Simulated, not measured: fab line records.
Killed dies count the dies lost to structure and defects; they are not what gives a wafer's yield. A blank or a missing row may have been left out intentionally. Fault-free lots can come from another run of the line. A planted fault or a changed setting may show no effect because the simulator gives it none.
fab line records	flow n5Finfet
record: lots: 9	wafers: 24	lastDay: 17
route steps=1938 shown BEOL_M4@1111 BEOL_M11@1570 PASSIVATION@1936
lots with no fault: from the same line, run without faults
startH: hours from the record's first day to the start of the lot's first wafer shown	waitH: how many hours have passed since the lot's step before this one	" as in the row above	L1.1+2: one row covering several wafers at once	- no value present, or no start provided	* or withheld: withheld	< > ~ a bound
route shown NAME@n: a module of which the file shows steps, and the number in the route of the first	usual: average and standard deviation across the fault-free wafers	same: alike in all rows	chamber/n: place in a boat	sites: per-site readings	_std_site: how widely they spread, as a standard deviation	_edge_site: the outer-site mean with the inner-site mean subtracted	radiusMm: how far each site lies from the wafer's centre	mask NAME#n: copy n	behind: the last tool/chamber to shape the wafer	hold: reason for holding the lot/hours on hold/outcome of the hold	device: which transistor (n, p or np) failed to switch	end of line: the same wafers' tests at the end of the route	step lacking rows: just its recipe	killed: at the first sort, the dies lost to defects and structure; wafer yield is something else	map: a wafer's dies, x killed, . not, _ none there
set.NAME: the setting the step ran with; set.NAME@STEP: the setting that earlier step ran with	model.NAME: the simulator's own value behind a step, which no gauge read
route steps across a sampled set of lots; one table per step, one row per wafer
services: the hour from which a tool's chamber was out of use, counted from the record's first day as startH (under 0 if before that day), plus the number of hours and why
== steps ==
step: N5_BEOL_M4_RC_MEAS_101
usual: DIBL_N: 35.9/1.3	DIBL_P: 35.9/1.6	IOFF_N: 0.156/0.022	IOFF_P: 0.205/0.023	ION_N: 675/9	ION_P: 463/5.6	SS_N: 71.4/0.57	SS_P: 73.1/0.52	VT_N: 249.7/2.8	VT_P: -250.2/2.5
lot.wafer	tool	chamber	startH	waitH	DIBL_N[mV/V]	DIBL_P[mV/V]	IOFF_N[nA/um]	IOFF_P[nA/um]	ION_N[uA/um]	ION_P[uA/um]	SS_N[mV/dec]	SS_P[mV/dec]	VT_N[mV]	VT_P[mV]
L457.1	prober-02	0	178.45	0.0	35.7	36.3	0.169	0.208	679	460	71.8	73.6	247.4	-251.9
L457.2	"	0	"	"	34.0	33.5	0.136	0.173	663	454	71.2	72.4	252.1	-254.5
L457.5	"	0	"	"	36.6	37.3	0.185	0.220	680	463	72.8	72.9	247.1	-251.7
L459.2	prober-01	0	200.09	0.2	37.7	37.3	0.194	0.240	682	469	72.6	73.0	245.2	-246.3
L459.4	"	0	"	"	36.2	35.6	0.164	0.216	675	465	71.2	72.9	248.1	-247.6
L459.5	"	0	"	"	37.6	38.0	0.195	0.256	681	470	71.1	73.4	243.1	-247.4
L461.3	prober-02	0	205.60	0.3	34.7	35.5	0.136	0.218	673	467	71.1	72.3	249.2	-247.6
L461.4	"	0	"	"	37.3	38.2	0.170	0.266	675	472	72.1	73.3	248.7	-243.5
L461.5	"	0	"	"	35.3	35.8	0.142	0.223	679	474	71.8	72.5	250.7	-248.0
L464.4	prober-02	0	229.07	0.5	37.8	38.1	0.183	0.241	682	470	71.0	72.9	244.8	-247.0
L464.5	"	0	"	"	37.2	36.9	0.177	0.222	690	469	71.2	73.4	247.2	-250.9
L464.6	"	0	"	"	37.6	38.3	0.184	0.236	684	469	71.0	73.7	247.3	-250.2
L466.1	prober-02	0	232.97	0.0	36.5	36.7	0.175	0.234	696	470	71.0	74.0	247.7	-250.7
L466.2	"	0	"	"	33.9	34.2	0.130	0.192	676	469	71.2	73.2	251.0	-249.3
L468.1	prober-02	0	256.13	0.0	35.0	34.1	0.152	0.185	682	461	71.5	72.6	249.4	-250.4
L468.4	"	0	"	"	35.4	34.7	0.160	0.192	683	458	71.3	72.6	248.1	-252.3
L469.1	prober-01	0	258.13	0.0	34.8	34.8	0.137	0.166	668	456	70.6	72.6	253.0	-254.9
L469.3	"	0	"	"	35.3	35.6	0.150	0.176	673	458	72.1	73.9	250.7	-254.0
L477.2	prober-02	0	298.43	0.2	38.9	38.9	0.200	0.240	683	463	71.4	74.7	246.9	-249.0
L477.3	"	0	"	"	38.1	36.9	0.182	0.209	680	460	71.7	73.5	248.8	-250.7
L477.6	"	0	"	"	37.4	36.3	0.172	0.203	680	462	71.7	73.1	250.2	-252.5
L476.3	prober-01	0	314.45	0.3	34.8	33.5	0.121	0.176	667	466	71.0	72.4	252.6	-252.6
L476.4	"	0	"	"	35.9	35.1	0.141	0.204	671	468	71.4	73.3	251.9	-248.8
L476.6	"	0	"	"	35.1	33.4	0.122	0.179	669	464	70.9	73.0	252.8	-248.2
step: N5_BEOL_M11_INSPECT_30
recipe: mode: adi	inspectInstrument: brightfield
usual: rawDefectCount: 471/110
lot.wafer	tool	chamber	startH	waitH	rawDefectCount
L457.1	defectInspect-01	-	238.78	0.0	532
L457.2	"	-	"	"	555
L457.5	"	-	"	"	363
L459.2	defectInspect-02	-	256.62	0.0	410
L459.4	"	-	"	"	462
L459.5	"	-	"	"	412
L461.3	defectInspect-02	-	259.23	0.0	545
L461.4	"	-	"	"	532
L461.5	"	-	"	"	510
L464.4	defectInspect-02	-	287.26	0.0	498
L464.5	"	-	"	"	395
L464.6	"	-	"	"	407
L466.1	defectInspect-02	-	292.26	0.0	423
L466.2	"	-	"	"	357
L468.1	defectInspect-02	-	314.91	0.0	508
L468.4	"	-	"	"	830
L469.1	defectInspect-01	-	315.58	0.0	629
L469.3	"	-	"	"	626
L477.2	defectInspect-02	-	355.36	0.0	304
L477.3	"	-	"	"	307
L477.6	"	-	"	"	343
L476.3	defectInspect-01	-	372.52	0.0	402
L476.4	"	-	"	"	320
L476.6	"	-	"	"	365
step: N5_BEOL_M11_STRIP_36
recipe: chemistry: N2/H2	powerW: 450	tempC: 40	pressureMtorr: 20	rfFrequencyHz: 6e+07	overashFraction: 0.3	biasPowerW: 7	h2Frac: 0.5	n2FlowSccm: 200	h2FlowSccm: 200
usual: drypumpMotorCurrentA: 5.7/0.5	oesProductAu: 0.81/0.092	rfVppV: 58.9/1.6	showerheadPlenumPTorr: 2.51/0.078	throttleValvePct: 23.53/0.24
lot.wafer	tool	chamber	startH	waitH	drypumpMotorCurrentA	oesProductAu	rfHoursCounterH	rfVppV	showerheadPlenumPTorr	throttleValvePct
L457.1	rieDiel-06	0	239.09	0.0	5.8	0.92	34	60.0	2.48	23.21
L457.2	"	3	"	"	5.9	0.82	74	58.7	2.46	23.45
L457.5	"	0	"	"	5.8	0.92	-	60.9	2.48	23.18
L459.2	rieDiel-01	3	256.93	0.0	4.7	0.81	115	58.7	2.45	23.44
L459.4	"	0	"	"	5.8	0.73	173	60.5	2.64	24.08
L459.5	"	3	"	"	4.7	0.81	-	56.0	2.45	23.46
L461.3	rieDiel-02	0	259.84	0.0	6.0	0.69	242	55.8	2.50	23.61
L461.4	"	3	"	"	5.6	0.68	226	59.5	2.62	23.81
L461.5	"	1	"	"	6.1	0.91	-	61.7	2.48	23.30
L464.4	rieDiel-02	1	287.76	0.0	6.0	0.91	-	59.3	2.47	23.33
L464.5	"	2	"	"	6.0	0.89	-	58.9	2.47	23.58
L464.6	"	3	"	"	5.6	0.67	-	58.0	2.61	23.84
L466.1	rieDiel-02	1	292.57	0.0	6.1	0.90	37	59.0	2.47	23.33
L466.2	"	3	"	"	5.6	0.68	240	58.4	2.61	23.78
L468.1	rieDiel-02	2	315.22	0.0	6.0	0.87	55	60.1	2.47	23.62
L468.4	"	3	"	"	5.6	0.66	247	61.7	2.61	23.83
L469.1	rieDiel-02	1	315.89	0.0	6.0	0.88	45	58.0	2.47	23.37
L469.3	"	3	"	"	5.6	0.68	247	58.9	2.61	23.81
L477.2	rieDiel-01	3	355.81	0.0	4.7	0.76	148	59.5	2.44	23.46
L477.3	"	1	"	"	5.8	0.70	206	57.5	2.41	23.39
L477.6	"	3	"	"	4.7	0.75	-	54.9	2.44	23.49
L476.3	rieDiel-06	2	372.83	0.0	5.7	0.91	14	59.2	2.49	23.16
L476.4	"	3	"	"	5.9	0.78	112	59.4	2.44	23.50
L476.6	"	1	"	"	6.7	0.82	-	60.4	2.66	23.81
step: N5_BEOL_M11_TRENCH_ETCH_37
recipe: chemistry: C4F6/O2	targetDepthA: 1488.3	target: SiCOH_lowk	timeS: 48	ionEnergyEv: 250	pressureMtorr: 30	sourceW: 345	biasW: 185	Ar_flow_sccm: 300	C4F6_flow_sccm: 10	O2_flow_sccm: 10
usual: drypumpMotorCurrentA: 5.7/0.49	mfcArSccm: 300.1/0.85	oesProductAu: 0.81/0.09	rfVppV: 664/8.1	showerheadPlenumPTorr: 2.81/0.086	throttleValvePct: 20.81/0.18
same: timeS: 48
lot.wafer	tool	chamber	startH	waitH	drypumpMotorCurrentA	mfcArSccm	oesProductAu	rfHoursCounterH	rfVppV	showerheadPlenumPTorr	throttleValvePct
L457.1	rieDiel-06	0	239.13	-	5.8	301.0	0.91	34	658	2.78	20.65
L457.2	"	3	"	"	5.9	300.1	0.83	74	661	2.77	20.69
L457.5	"	0	"	"	5.8	301.0	0.91	-	659	2.78	20.65
L459.2	rieDiel-01	3	256.97	-	4.7	300.6	0.79	115	665	2.74	20.66
L459.4	"	0	"	"	5.8	297.8	0.73	173	676	2.96	21.19
L459.5	"	3	"	"	4.7	299.7	0.80	-	666	2.74	20.68
L461.3	rieDiel-02	0	259.88	-	6.0	300.5	0.69	242	658	2.81	21.05
L461.4	"	3	"	"	5.6	298.8	0.68	226	667	2.91	20.93
L461.5	"	1	"	"	6.1	300.5	0.91	-	657	2.80	20.87
L464.4	rieDiel-02	1	287.80	-	6.0	302.2	0.90	-	659	2.79	20.91
L464.5	"	2	"	"	6.0	299.1	0.88	-	659	2.77	20.88
L464.6	"	3	"	"	5.6	300.4	0.67	-	667	2.91	20.94
L466.1	rieDiel-02	1	292.61	-	6.1	300.2	1.25	37	657	2.79	21.03
L466.2	"	3	"	"	5.6	298.7	0.93	240	667	2.91	21.06
L468.1	rieDiel-02	2	315.26	-	6.0	300.8	1.20	55	659	2.77	21.00
L468.4	"	3	"	"	5.6	301.1	0.66	247	666	2.90	20.95
L469.1	rieDiel-02	1	315.93	-	6.0	300.0	1.23	45	658	2.79	21.04
L469.3	"	3	"	"	5.5	299.3	0.66	247	665	2.91	20.95
L477.2	rieDiel-01	3	355.85	-	4.7	300.6	0.76	148	665	2.72	20.71
L477.3	"	1	"	"	5.8	300.4	0.70	206	652	2.70	20.63
L477.6	"	3	"	"	4.7	300.3	0.76	-	666	2.72	20.72
L476.3	rieDiel-06	2	372.87	-	5.7	299.3	0.90	14	663	2.79	20.37
L476.4	"	3	"	"	5.9	300.8	0.78	112	659	2.75	20.76
L476.6	"	1	"	"	6.6	301.3	0.81	-	683	2.98	21.00
step: N5_BEOL_M11_OCD_MEAS_38
usual: trenchDepthNm: 148.5/2
lot.wafer	tool	chamber	startH	waitH	trenchDepthNm
L457.1	ocd-02	-	239.31	-	152.0
L457.2	"	-	"	"	148.9
L457.5	"	-	"	"	151.9
L459.2	ocd-02	-	257.16	-	148.8
L459.4	"	-	"	"	148.3
L459.5	"	-	"	"	149.3
L461.3	ocd-02	-	260.07	-	146.4
L461.4	"	-	"	"	146.0
L461.5	"	-	"	"	149.8
L464.4	ocd-01	-	287.96	-	150.5
L464.5	"	-	"	"	150.0
L464.6	"	-	"	"	146.6
L466.1	ocd-02	-	292.79	-	244.8
L466.2	"	-	"	"	238.3
L468.1	ocd-02	-	315.44	-	243.2
L468.4	"	-	"	"	146.7
L469.1	ocd-01	-	316.11	-	244.6
L469.3	"	-	"	"	146.3
L477.2	ocd-02	-	356.03	-	148.2
L477.3	"	-	"	"	144.4
L477.6	"	-	"	"	145.4
L476.3	ocd-02	-	373.05	-	148.3
L476.4	"	-	"	"	146.8
L476.6	"	-	"	"	147.3
step: N5_BEOL_M11_ANNEAL_51
recipe: tempC: 225	timeS: 90	ambient: N2
usual: wafer_temp_C_max: 226.1/0.39
same: timeS: 90
lot.wafer	tool	chamber	startH	waitH	wafer_temp_C_max
L457.1	rtpAnneal-02	0	241.86	0.5	225.7
L457.2	"	0	"	"	226.0
L457.5	"	0	"	"	226.3
L459.2	rtpAnneal-02	0	260.02	0.1	226.5
L459.4	"	0	"	"	226.1
L459.5	"	0	"	"	226.0
L461.3	rtpAnneal-02	0	262.41	0.1	226.6
L461.4	"	0	"	"	226.4
L461.5	"	0	"	"	226.3
L464.4	rtpAnneal-02	0	290.49	0.2	226.3
L464.5	"	0	"	"	226.1
L464.6	"	0	"	"	226.4
L466.1	rtpAnneal-02	0	294.56	0.1	226.4
L466.2	"	0	"	"	226.3
L468.1	rtpAnneal-01	0	317.07	0.1	225.6
L468.4	"	0	"	"	225.7
L469.1	rtpAnneal-01	0	318.59	0.1	225.6
L469.3	"	0	"	"	225.8
L477.2	rtpAnneal-01	0	357.61	0.2	225.6
L477.3	"	0	"	"	225.3
L477.6	"	0	"	"	225.4
L476.3	rtpAnneal-01	0	376.59	0.4	225.8
L476.4	"	0	"	"	225.7
L476.6	"	0	"	"	226.3
step: N5_BEOL_M11_THK_MEAS_53
recipe: thkMeasGauge: xrf	reads: Cu_of_BEOL_M11_ECD_50
usual: M11_THK: 140.6/2.4
lot.wafer	tool	chamber	startH	waitH	M11_THK[nm]
L457.1	filmMetro-01	-	242.46	-	145.3
L457.2	"	-	"	"	142.3
L457.5	"	-	"	"	143.1
L459.2	filmMetro-02	-	260.57	-	140.0
L459.4	"	-	"	"	139.2
L459.5	"	-	"	"	139.5
L461.3	filmMetro-01	-	262.91	-	139.0
L461.4	"	-	"	"	138.5
L461.5	"	-	"	"	141.2
L464.4	filmMetro-02	-	290.95	-	144.7
L464.5	"	-	"	"	144.3
L464.6	"	-	"	"	139.8
L466.1	filmMetro-02	-	295.15	-	237.0
L466.2	"	-	"	"	231.1
L468.1	filmMetro-01	-	317.66	-	239.2
L468.4	"	-	"	"	139.8
L469.1	filmMetro-01	-	319.18	-	235.7
L469.3	"	-	"	"	136.4
L477.2	filmMetro-01	-	358.15	-	138.5
L477.3	"	-	"	"	134.8
L477.6	"	-	"	"	134.9
L476.3	filmMetro-02	-	377.09	-	141.8
L476.4	"	-	"	"	140.3
L476.6	"	-	"	"	139.1
step: N5_BEOL_M11_RS_MEAS_57
recipe: thkMeasGauge: four-point-probe	reads: Cu_of_BEOL_M11_ECD_50+Co_of_BEOL_M11_CVD_75+TaN_of_BEOL_M11_ALD_74
usual: M11_RS: 0.1511/0.0027
lot.wafer	tool	chamber	startH	waitH	M11_RS[ohm/sq]
L457.1	filmMetro-01	-	242.58	0.0	0.1464
L457.2	"	-	"	"	0.1504
L457.5	"	-	"	"	0.1485
L459.2	filmMetro-01	-	260.70	0.0	0.1506
L459.4	"	-	"	"	0.1515
L459.5	"	-	"	"	0.1511
L461.3	filmMetro-01	-	263.04	0.0	0.1518
L461.4	"	-	"	"	0.1520
L461.5	"	-	"	"	0.1488
L464.4	filmMetro-02	-	291.08	0.0	0.1492
L464.5	"	-	"	"	0.1495
L464.6	"	-	"	"	0.1538
L466.1	filmMetro-02	-	295.28	0.0	0.0864
L466.2	"	-	"	"	0.0889
L468.1	filmMetro-02	-	317.78	0.0	0.0863
L468.4	"	-	"	"	0.1542
L469.1	filmMetro-02	-	319.30	0.0	0.0858
L469.3	"	-	"	"	0.1543
L477.2	filmMetro-02	-	358.28	0.0	0.1526
L477.3	"	-	"	"	0.1576
L477.6	"	-	"	"	0.1574
L476.3	filmMetro-02	-	377.22	0.0	0.1503
L476.4	"	-	"	"	0.1524
L476.6	"	-	"	"	0.1536
step: N5_PASSIVATION_PROBE_49
usual: defectLimitedYield: 91.3/1.4	killed_at_M0_to_M3: 35/11	killed_at_M4_up: 14/5.4	killedAtContacts: 12/6.2	killedAtFrontEnd: 38/11	killedAtOther: 4.1/2.8	killedDies: 103/17	killedOnRim: 13/4	killedOpen: 66/13	killedShort: 34/8.2	sort_bin_5_function: 5.1/0.89	sort_bin_6_memory: 3.3/0.72	sortNPass: 1077/17	sortYieldPct: 91.3/1.4
same: grossDies: 1180	killedAtBackSide: 0	sort_bin_4_leakage[%]: 0	sort_bin_8_speed[%]: 0
lot.wafer	tool	chamber	startH	waitH	defectLimitedYield[%]	killed_at_M0_to_M3	killed_at_M4_up	killedAtContacts	killedAtFrontEnd	killedAtOther	killedDies	killedOnRim	killedOpen	killedShort	sort_bin_5_function[%]	sort_bin_6_memory[%]	sortNPass	sortYieldPct[%]
L466.1	prober-02	-	339.41	0.0	42.5	43	590	9	36	1	679	80	64	37	5.3	3.5	501	42.5
L466.2	prober-02	-	339.46	0.1	69.7	57	254	18	25	4	358	58	77	52	6.9	4.0	822	69.7
L469.1	prober-02	-	358.02	0.0	51.6	36	481	13	37	4	571	25	63	34	5.7	2.5	609	51.6
L469.3	prober-02	-	358.12	0.1	91.6	26	9	15	46	3	99	8	65	33	4.3	3.6	1081	91.6
L468.1	prober-02	-	362.96	0.0	40.8	42	587	9	53	8	699	63	97	36	6.9	3.7	481	40.8
L468.4	prober-02	-	363.11	0.2	91.4	31	10	15	41	4	101	19	70	30	5.8	2.5	1079	91.4
killed by level:class
L466.1 BEOL_M11:areaEtch=574 FIN_SAQP:geometricParticle:open=14 BEOL_M1:geometricParticle:short=13 MOL_CONTACT_COAG:geometricParticle:open=8 BEOL_M0_SAQP:geometricParticle:short=7 BEOL_M0_SAQP:geometricParticle:open=6 BEOL_M2:geometricParticle:open=6 BEOL_M4:geometricParticle:open=5
L466.2 BEOL_M11:areaEtch=228 BEOL_M0_SAQP:geometricParticle:short=16 BEOL_M0_SAQP:geometricParticle:open=15 MOL_CONTACT_COAG:geometricParticle:open=15 BEOL_M4:geometricParticle:open=11 BEOL_M1:geometricParticle:short=9 BEOL_M2:geometricParticle:open=8 BEOL_M4:geometricParticle:short=8
L469.1 BEOL_M11:areaEtch=473 FIN_SAQP:geometricParticle:short=11 MOL_CONTACT_COAG:geometricParticle:open=10 FIN_SAQP:geometricParticle:open=8 STI_FIN_REVEAL:geometricParticle:open=7 BEOL_M0_SAQP:geometricParticle:short=7 BEOL_M2:geometricParticle:open=7 BEOL_M1:geometricParticle:open=6
L469.3 STI_FIN_REVEAL:geometricParticle:open=17 BEOL_M2:geometricParticle:open=13 FIN_SAQP:geometricParticle:short=12 MOL_CONTACT_COAG:geometricParticle:open=12 FIN_SAQP:geometricParticle:open=6 BEOL_M3:geometricParticle:open=4 STARTING-WAFER:geometricParticle:short=4 MOL_CONTACT_COAG:geometricParticle:short=3
L468.1 BEOL_M11:areaEtch=565 FIN_SAQP:geometricParticle:open=14 BEOL_M4:geometricParticle:open=11 BEOL_M3:geometricParticle:open=10 BEOL_M1:geometricParticle:open=9 DUMMY_GATE:geometricParticle:open=8 MOL_CONTACT_COAG:geometricParticle:open=8 STI_FIN_REVEAL:geometricParticle:open=7
L468.4 MOL_CONTACT_COAG:geometricParticle:open=14 STI_FIN_REVEAL:geometricParticle:open=13 BEOL_M0_SAQP:geometricParticle:open=8 BEOL_M2:geometricParticle:open=8 FIN_SAQP:geometricParticle:short=6 BEOL_M0_SAQP:geometricParticle:short=6 BEOL_M4:geometricParticle:open=6 FIN_SAQP:geometricParticle:open=5
== services ==
tool	chamber	startH	hours	kind
rieDiel-02	-	215.56	14.6	pm
rieDiel-01	-	231.04	0.4	repair
rieDiel-06	-	276.05	14.6	pm
rieDiel-02	-	279.98	0.2	repair
rieDiel-02	0	283.46	-	clean
rieDiel-02	0	283.46	-	consumableReplace:focusRing
rieDiel-02	0	283.46	27.3	scheduledDown
rieDiel-02	0	283.46	27.3	ventCycle
rieDiel-06	2	307.59	1.2	repair
rieDiel-06	2	308.94	-	clean
rieDiel-06	2	308.94	-	consumableReplace:focusRing
rieDiel-06	2	308.94	16.3	scheduledDown
rieDiel-06	2	308.94	16.3	ventCycle
rieDiel-02	0	316.35	5.3	repair
rieDiel-02	3	326.91	-	clean
rieDiel-02	3	326.91	-	consumableReplace:focusRing
rieDiel-02	3	326.91	21.4	scheduledDown
rieDiel-02	3	326.91	21.4	ventCycle
rieDiel-06	2	335.32	3.3	repair
rtpAnneal-02	-	349.78	3.7	pm
rieDiel-02	3	363.11	7.7	repair
== key ==
firstSign: step: N5_BEOL_M11_TRENCH_ETCH_37	reading: oesProductAu	direction: up	sigmas: 3.8	usual: 0.81	struck: 1.15
effect: step: N5_BEOL_M11_OCD_MEAS_38	reading: trenchDepthNm	direction: up	sigmas: 47	usual: 148.5	struck: 242.7
effect: step: N5_BEOL_M11_THK_MEAS_53	reading: M11_THK	direction: up	sigmas: 40	usual: 140.6	struck: 235.8
effect: step: N5_BEOL_M11_RS_MEAS_57	reading: M11_RS	direction: down	sigmas: 24	usual: 0.1511	struck: 0.0868
effect: step: N5_PASSIVATION_PROBE_49	reading: killed_at_M4_up	direction: up	sigmas: 86	usual: 14	struck: 478
moreKillsBornAt: N5_BEOL_M11_TRENCH_ETCH_37@rieDiel-02: 1840
metAt N5_BEOL_M11_TRENCH_ETCH_37
struckLots L466,L468,L469
struckWafers L466.1,L466.2,L468.1,L469.1
notActingAt N5_BEOL_M11_INSPECT_30,N5_BEOL_M11_STRIP_36,N5_BEOL_M11_ANNEAL_51
onsetBetween 287.80 292.61
fault: kind: processParameterDrift	tool: rieDiel-02	chamber: -	onsetH: 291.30	steps: N5_BEOL_M11_TRENCH_ETCH_37	channel: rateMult	offset: 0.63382	shape: step	endH: 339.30	scope: struckWafersOnly
